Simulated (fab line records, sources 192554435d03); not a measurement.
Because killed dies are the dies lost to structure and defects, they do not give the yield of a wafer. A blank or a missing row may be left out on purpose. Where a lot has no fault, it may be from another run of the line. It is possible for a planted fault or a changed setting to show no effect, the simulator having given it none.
Which of the tools did it? :: flow n5_finfet :: 26 wafers from 9 lots sampled at 6 of the route's 1938 steps

WHAT EACH GAUGE READ, for each wafer
N5_BEOL_M3_CD_MEAS_28: target cd 25.7 nm, target cd y 23.3 nm. Usual: cd_nm reads 25.64 nm (standard deviation 0.24).
lot: L916
measured: day 7 01:53
on: cd_sem-01
cd_nm (nm): 26.01 25.57
flag: 

lot: L917
measured: day 7 06:01
on: cd_sem-02
cd_nm (nm): 25.67 25.81 25.39
flag: 

lot: L918
measured: day 7 06:15
on: cd_sem-03
cd_nm (nm): 25.65 25.49 25.75
flag: 

lot: L922
measured: day 8 11:44
on: cd_sem-03
cd_nm (nm): 25.52 25.75 25.38
flag: 

lot: L929
measured: day 10 13:45
on: cd_sem-02
cd_nm (nm): 26.04 25.68 25.62
flag: 

lot: L932
measured: day 10 23:37
on: cd_sem-03
cd_nm (nm): 25.30 25.62 25.10
flag: 

lot: L935
measured: day 12 04:01
on: cd_sem-02
cd_nm (nm): 26.04 25.79 25.80
flag: 

lot: L937
measured: day 12 12:23
on: cd_sem-01
cd_nm (nm): 25.46 25.70 25.68
flag: 

lot: L939
measured: day 12 20:28
on: cd_sem-01
cd_nm (nm): 25.94 25.73 25.83
flag: 

N5_BEOL_M3_OCD_MEAS_38. Usual: trench_depth_nm reads 55.4 nm (standard deviation 1).
lot: L916
measured: day 7 02:52
on: ocd-01
trench_depth_nm (nm): 55.1 55.7
flag: 

lot: L917
measured: day 7 09:13
on: ocd-01
trench_depth_nm (nm): 54.7 56.8 54.8
flag: 

lot: L918
measured: day 7 09:22
on: ocd-02
trench_depth_nm (nm): 56.3 55.7 56.0
flag: 

lot: L922
measured: day 8 14:20
on: ocd-01
trench_depth_nm (nm): 56.0 53.1 53.4
flag: 

lot: L929
measured: day 10 14:43
on: ocd-01
trench_depth_nm (nm): 57.4 54.6 55.7
flag: 

lot: L932
measured: day 11 00:56
on: ocd-01
trench_depth_nm (nm): 59.3 53.3 55.6
flag: 

lot: L935
measured: day 12 05:55
on: ocd-02
trench_depth_nm (nm): 55.3 56.3 56.2
flag: 

lot: L937
measured: day 12 14:03
on: ocd-02
trench_depth_nm (nm): 55.9 54.9 57.2
flag: 

lot: L939
measured: day 12 21:14
on: ocd-02
trench_depth_nm (nm): 53.9 54.2 55.1
flag: 

N5_BEOL_M4_RC_MEAS_101. Usual: DIBL_N 36.2 mV/V, standard deviation 1.7; DIBL_P 36.6 mV/V, standard deviation 1.9; IOFF_N 0.16 nA/um, standard deviation 0.032; IOFF_P 0.21 nA/um, standard deviation 0.037; ION_N 675 uA/um, standard deviation 12; ION_P 460 uA/um, standard deviation 8.1; SS_N 71.4 mV/dec, standard deviation 0.58; SS_P 73.4 mV/dec, standard deviation 0.64; VT_N 249 mV, standard deviation 3.2; VT_P -252 mV, standard deviation 3.4.
lot: L916
measured: day 7 22:44
on: prober-02
DIBL_N (mV/V): 39.2 36.3
DIBL_P (mV/V): 38.4 35.2
IOFF_N (nA/um): 0.20 0.15
IOFF_P (nA/um): 0.22 0.18
ION_N (uA/um): 673 674
ION_P (uA/um): 452 459
SS_N (mV/dec): 72.1 70.1
SS_P (mV/dec): 73.8 73.3
VT_N (mV): 246 248
VT_P (mV): -252 -252
flag: 

lot: L917
measured: day 8 01:22
on: prober-02
DIBL_N (mV/V): 36.7 36.4 33.9
DIBL_P (mV/V): 37.2 37.7 34.4
IOFF_N (nA/um): 0.17 0.16 0.13
IOFF_P (nA/um): 0.23 0.23 0.18
ION_N (uA/um): 665 687 668
ION_P (uA/um): 465 468 465
SS_N (mV/dec): 71.8 72.2 71.1
SS_P (mV/dec): 73.2 73.8 72.9
VT_N (mV): 250 250 252
VT_P (mV): -248 -247 -250
flag: 

lot: L918
measured: day 8 10:26
on: prober-01
DIBL_N (mV/V): 38.3 40.0 36.8
DIBL_P (mV/V): 38.3 40.5 37.0
IOFF_N (nA/um): 0.19 0.24 0.18
IOFF_P (nA/um): 0.26 0.31 0.24
ION_N (uA/um): 684 685 685
ION_P (uA/um): 460 469 466
SS_N (mV/dec): 71.3 72.7 71.6
SS_P (mV/dec): 74.0 74.1 73.1
VT_N (mV): 246 244 247
VT_P (mV): -247 -242 -246
flag: 

lot: L922
measured: day 9 08:15
on: prober-02
DIBL_N (mV/V): 35.1 34.4 36.1
DIBL_P (mV/V): 35.8 34.5 37.2
IOFF_N (nA/um): 0.15 0.14 0.18
IOFF_P (nA/um): 0.20 0.19 0.23
ION_N (uA/um): 688 674 681
ION_P (uA/um): 470 460 468
SS_N (mV/dec): 71.5 71.0 71.5
SS_P (mV/dec): 73.1 72.3 73.6
VT_N (mV): 249 246 246
VT_P (mV): -250 -252 -248
flag: 

lot: L929
measured: day 11 05:08
on: prober-02
DIBL_N (mV/V): 36.2 33.7 36.9
DIBL_P (mV/V): 37.0 33.3 37.8
IOFF_N (nA/um): 0.16 0.12 0.18
IOFF_P (nA/um): 0.20 0.15 0.22
ION_N (uA/um): 672 665 673
ION_P (uA/um): 453 450 460
SS_N (mV/dec): 71.1 71.1 71.8
SS_P (mV/dec): 73.1 72.2 73.6
VT_N (mV): 247 252 248
VT_P (mV): -253 -254 -251
flag: 

lot: L932
measured: day 12 01:31
on: prober-01
DIBL_N (mV/V): 35.6 37.8 35.9
DIBL_P (mV/V): 36.4 38.3 36.5
IOFF_N (nA/um): 0.15 0.20 0.15
IOFF_P (nA/um): 0.20 0.23 0.21
ION_N (uA/um): 665 670 678
ION_P (uA/um): 455 455 462
SS_N (mV/dec): 71.0 72.0 71.7
SS_P (mV/dec): 73.4 73.8 73.6
VT_N (mV): 251 246 251
VT_P (mV): -249 -251 -252
flag: 

lot: L935
measured: day 12 18:07
on: prober-02
DIBL_N (mV/V): 36.1 34.3 35.9
DIBL_P (mV/V): 38.3 35.7 37.9
IOFF_N (nA/um): 0.17 0.14 0.17
IOFF_P (nA/um): 0.23 0.19 0.22
ION_N (uA/um): 681 670 683
ION_P (uA/um): 468 466 465
SS_N (mV/dec): 71.4 70.0 70.7
SS_P (mV/dec): 73.1 73.2 73.0
VT_N (mV): 244 251 248
VT_P (mV): -250 -252 -250
flag: 

lot: L937
measured: day 13 02:18
on: prober-02
DIBL_N (mV/V): 36.0 37.7 37.8
DIBL_P (mV/V): 35.2 37.2 37.0
IOFF_N (nA/um): 0.16 0.18 0.19
IOFF_P (nA/um): 0.22 0.24 0.25
ION_N (uA/um): 677 697 692
ION_P (uA/um): 469 471 472
SS_N (mV/dec): 70.8 71.9 71.6
SS_P (mV/dec): 73.1 73.8 73.7
VT_N (mV): 249 247 248
VT_P (mV): -249 -246 -247
flag: 

lot: L939
measured: day 13 08:45
on: prober-02
DIBL_N (mV/V): 37.0 35.7 37.2
DIBL_P (mV/V): 35.9 34.2 37.3
IOFF_N (nA/um): 0.16 0.13 0.17
IOFF_P (nA/um): 0.21 0.19 0.23
ION_N (uA/um): 680 666 684
ION_P (uA/um): 465 460 469
SS_N (mV/dec): 71.2 69.8 71.0
SS_P (mV/dec): 72.9 72.2 73.9
VT_N (mV): 249 254 249
VT_P (mV): -253 -250 -247
flag: 

EACH LOT AND THE TOOL THAT RAN IT (in order: tool; ch and the chambers of the sampled wafers; start)
lot: L916
N5_BEOL_M3_STRIP_36: rie_diel-01 ch 3, day 7 02:40
N5_BEOL_M3_TRENCH_ETCH_37: rie_diel-01 ch 3, day 7 02:43
N5_BEOL_M3_SURFACE_TREAT_85: pvd_sputter-02, day 7 03:55

lot: L917
N5_BEOL_M3_STRIP_36: rie_diel-01 ch 1,2, day 7 09:01
N5_BEOL_M3_TRENCH_ETCH_37: rie_diel-01 ch 1,2, day 7 09:04
N5_BEOL_M3_SURFACE_TREAT_85: pvd_sputter-02, day 7 10:41

lot: L918
N5_BEOL_M3_STRIP_36: rie_diel-02 ch 0,1, day 7 09:11
N5_BEOL_M3_TRENCH_ETCH_37: rie_diel-02 ch 0,1, day 7 09:13
N5_BEOL_M3_SURFACE_TREAT_85: pvd_sputter-02, day 7 10:43

lot: L922
N5_BEOL_M3_STRIP_36: rie_diel-02 ch 1,2, day 8 14:09
N5_BEOL_M3_TRENCH_ETCH_37: rie_diel-02 ch 1,2, day 8 14:11
N5_BEOL_M3_SURFACE_TREAT_85: pvd_sputter-01, day 8 15:00

lot: L929
N5_BEOL_M3_STRIP_36: rie_diel-01 ch 0,1,2, day 10 14:31
N5_BEOL_M3_TRENCH_ETCH_37: rie_diel-01 ch 0,1,2, day 10 14:34
N5_BEOL_M3_SURFACE_TREAT_85: pvd_sputter-02, day 10 15:35

lot: L932
N5_BEOL_M3_STRIP_36: rie_diel-02 ch 1,2,3, day 11 00:45
N5_BEOL_M3_TRENCH_ETCH_37: rie_diel-02 ch 1,2,3, day 11 00:47
N5_BEOL_M3_SURFACE_TREAT_85: pvd_sputter-01, day 11 01:31

lot: L935
N5_BEOL_M3_STRIP_36: rie_diel-01 ch 1,3, day 12 05:44
N5_BEOL_M3_TRENCH_ETCH_37: rie_diel-01 ch 1,3, day 12 05:46
N5_BEOL_M3_SURFACE_TREAT_85: pvd_sputter-01, day 12 06:33

lot: L937
N5_BEOL_M3_STRIP_36: rie_diel-01 ch 0,1,2, day 12 13:52
N5_BEOL_M3_TRENCH_ETCH_37: rie_diel-01 ch 0,1,2, day 12 13:54
N5_BEOL_M3_SURFACE_TREAT_85: pvd_sputter-03, day 12 16:43

lot: L939
N5_BEOL_M3_STRIP_36: rie_diel-03 ch 0,2, day 12 21:02
N5_BEOL_M3_TRENCH_ETCH_37: rie_diel-03 ch 0,2, day 12 21:05
N5_BEOL_M3_SURFACE_TREAT_85: pvd_sputter-03, day 12 22:11
- N5_BEOL_M3_STRIP_36: strips in N2/H2.
- N5_BEOL_M3_TRENCH_ETCH_37: etches SiOC in C4F6/O2, target depth 55.555 nm, time 29.2 s.
- N5_BEOL_M3_SURFACE_TREAT_85

AS READ BY THE TOOLS THEMSELVES (means over the sampled wafers that have a number; for cases with no such wafer, the mark the record gives instead)
N5_BEOL_M3_STRIP_36. Usual: drypump_motor_current_A 5.9 A, standard deviation 0.46; oes_product_au 0.79 a.u., standard deviation 0.085; rf_vpp_V 59.2 V, standard deviation 1.5; showerhead_plenum_p_Torr 2.59 Torr, standard deviation 0.066; throttle_valve_pct 23.6 %, standard deviation 0.3.
lot: L916
tool: rie_diel-01
drypump_motor_current_A (A): 6.3
oes_product_au (a.u.): 0.74
rf_vpp_V (V): 59.3
showerhead_plenum_p_Torr (Torr): 2.52
throttle_valve_pct (%): 23.5
flag: 

lot: L917
tool: rie_diel-01
drypump_motor_current_A (A): 5.8
oes_product_au (a.u.): 0.77
rf_vpp_V (V): 58.5
showerhead_plenum_p_Torr (Torr): 2.65
throttle_valve_pct (%): 23.3
flag: 

lot: L918
tool: rie_diel-02
drypump_motor_current_A (A): 5.3
oes_product_au (a.u.): 0.73
rf_vpp_V (V): 59.1
showerhead_plenum_p_Torr (Torr): 2.58
throttle_valve_pct (%): 23.6
flag: 

lot: L922
tool: rie_diel-02
drypump_motor_current_A (A): 6.2
oes_product_au (a.u.): 0.73
rf_vpp_V (V): 58.5
showerhead_plenum_p_Torr (Torr): 2.54
throttle_valve_pct (%): 23.9
flag: 

lot: L929
tool: rie_diel-01
drypump_motor_current_A (A): 5.8
oes_product_au (a.u.): 0.82
rf_vpp_V (V): 60.4
showerhead_plenum_p_Torr (Torr): 2.62
throttle_valve_pct (%): 23.4
flag: 

lot: L932
tool: rie_diel-02
drypump_motor_current_A (A): 5.9
oes_product_au (a.u.): 0.78
rf_vpp_V (V): 59.4
showerhead_plenum_p_Torr (Torr): 2.59
throttle_valve_pct (%): 23.6
flag: 

lot: L935
tool: rie_diel-01
drypump_motor_current_A (A): 6.2
oes_product_au (a.u.): 0.76
rf_vpp_V (V): 59.0
showerhead_plenum_p_Torr (Torr): 2.56
throttle_valve_pct (%): 23.5
flag: 

lot: L937
tool: rie_diel-01
drypump_motor_current_A (A): 5.8
oes_product_au (a.u.): 0.80
rf_vpp_V (V): 59.8
showerhead_plenum_p_Torr (Torr): 2.62
throttle_valve_pct (%): 23.4
flag: 

lot: L939
tool: rie_diel-03
drypump_motor_current_A (A): 5.5
oes_product_au (a.u.): 0.81
rf_vpp_V (V): 59.3
showerhead_plenum_p_Torr (Torr): 2.50
throttle_valve_pct (%): 23.6
flag: 

N5_BEOL_M3_TRENCH_ETCH_37. Usual: bias_w 185.0 W, standard deviation 0.54; drypump_motor_current_A 5.9 A, standard deviation 0.46; oes_ar_750_au 0.78 a.u., standard deviation 0.086; oes_product_au 0.78 a.u., standard deviation 0.086; rf_fwd_power_W 350.5 W, standard deviation 1.8; rf_vpp_V 668 V, standard deviation 18; showerhead_plenum_p_Torr 2.90 Torr, standard deviation 0.074; throttle_valve_pct 20.80 %, standard deviation 0.18.
lot: L916
tool: rie_diel-01
bias_w (W): 185.3
drypump_motor_current_A (A): 6.3
oes_ar_750_au (a.u.): 0.74
oes_product_au (a.u.): 0.74
rf_fwd_power_W (W): 351.8
rf_vpp_V (V): 670
showerhead_plenum_p_Torr (Torr): 2.83
throttle_valve_pct (%): 20.77
flag: 

lot: L917
tool: rie_diel-01
bias_w (W): 185.1
drypump_motor_current_A (A): 5.8
oes_ar_750_au (a.u.): 0.77
oes_product_au (a.u.): 0.77
rf_fwd_power_W (W): 348.6
rf_vpp_V (V): 696
showerhead_plenum_p_Torr (Torr): 2.97
throttle_valve_pct (%): 20.58
flag: 

lot: L918
tool: rie_diel-02
bias_w (W): 185.4
drypump_motor_current_A (A): 5.3
oes_ar_750_au (a.u.): 0.73
oes_product_au (a.u.): 0.73
rf_fwd_power_W (W): 350.2
rf_vpp_V (V): 657
showerhead_plenum_p_Torr (Torr): 2.90
throttle_valve_pct (%): 20.79
flag: 

lot: L922
tool: rie_diel-02
bias_w (W): 185.3
drypump_motor_current_A (A): 6.3
oes_ar_750_au (a.u.): 0.73
oes_product_au (a.u.): 0.73
rf_fwd_power_W (W): 351.1
rf_vpp_V (V): 647
showerhead_plenum_p_Torr (Torr): 2.83
throttle_valve_pct (%): 20.85
flag: 

lot: L929
tool: rie_diel-01
bias_w (W): 184.8
drypump_motor_current_A (A): 5.8
oes_ar_750_au (a.u.): 0.81
oes_product_au (a.u.): 0.81
rf_fwd_power_W (W): 351.0
rf_vpp_V (V): 683
showerhead_plenum_p_Torr (Torr): 2.94
throttle_valve_pct (%): 20.72
flag: 

lot: L932
tool: rie_diel-02
bias_w (W): 184.9
drypump_motor_current_A (A): 5.9
oes_ar_750_au (a.u.): 0.83
oes_product_au (a.u.): 0.80
rf_fwd_power_W (W): 379.4
rf_vpp_V (V): 626
showerhead_plenum_p_Torr (Torr): 2.89
throttle_valve_pct (%): 20.74
flag: OFF

lot: L935
tool: rie_diel-01
bias_w (W): 184.5
drypump_motor_current_A (A): 6.2
oes_ar_750_au (a.u.): 0.75
oes_product_au (a.u.): 0.75
rf_fwd_power_W (W): 351.2
rf_vpp_V (V): 672
showerhead_plenum_p_Torr (Torr): 2.87
throttle_valve_pct (%): 20.79
flag: 

lot: L937
tool: rie_diel-01
bias_w (W): 185.0
drypump_motor_current_A (A): 5.8
oes_ar_750_au (a.u.): 0.80
oes_product_au (a.u.): 0.79
rf_fwd_power_W (W): 349.4
rf_vpp_V (V): 684
showerhead_plenum_p_Torr (Torr): 2.94
throttle_valve_pct (%): 20.74
flag: 

lot: L939
tool: rie_diel-03
bias_w (W): 184.9
drypump_motor_current_A (A): 5.5
oes_ar_750_au (a.u.): 0.80
oes_product_au (a.u.): 0.80
rf_fwd_power_W (W): 351.1
rf_vpp_V (V): 656
showerhead_plenum_p_Torr (Torr): 2.82
throttle_valve_pct (%): 20.88
flag: 

THE ANSWER, worked out from the rows above alone
Rule: a lot is off if the mean of its wafers that have a number lies more than 3 standard deviations from the usual mean. A lot without any number at a reading at which 4 lots or more have one is off too. Any other lot the step has rows for is counted as sound. After the gauges, taken in route order, come the tools' own readings; for these a lot's mean is taken, as printed above. The first step at which some lot is off is used, and at that step the reading that is off furthest; a lot without a number counts as furthest.
Off: L932, at N5_BEOL_M3_TRENCH_ETCH_37 (rf_fwd_power_W).
A tool fits if, at that step or a process step before it, it ran every lot that is off, and no sound lot after the first of them. One fits: N5_BEOL_M3_STRIP_36 and N5_BEOL_M3_TRENCH_ETCH_37 on rie_diel-02. At N5_BEOL_M3_STRIP_36 its last sound lot is L922 (day 8 14:09), its first lot that is off L932 (day 11 00:45): a fault that began between those two fits.

WHAT THE SIMULATOR HAD PUT IN
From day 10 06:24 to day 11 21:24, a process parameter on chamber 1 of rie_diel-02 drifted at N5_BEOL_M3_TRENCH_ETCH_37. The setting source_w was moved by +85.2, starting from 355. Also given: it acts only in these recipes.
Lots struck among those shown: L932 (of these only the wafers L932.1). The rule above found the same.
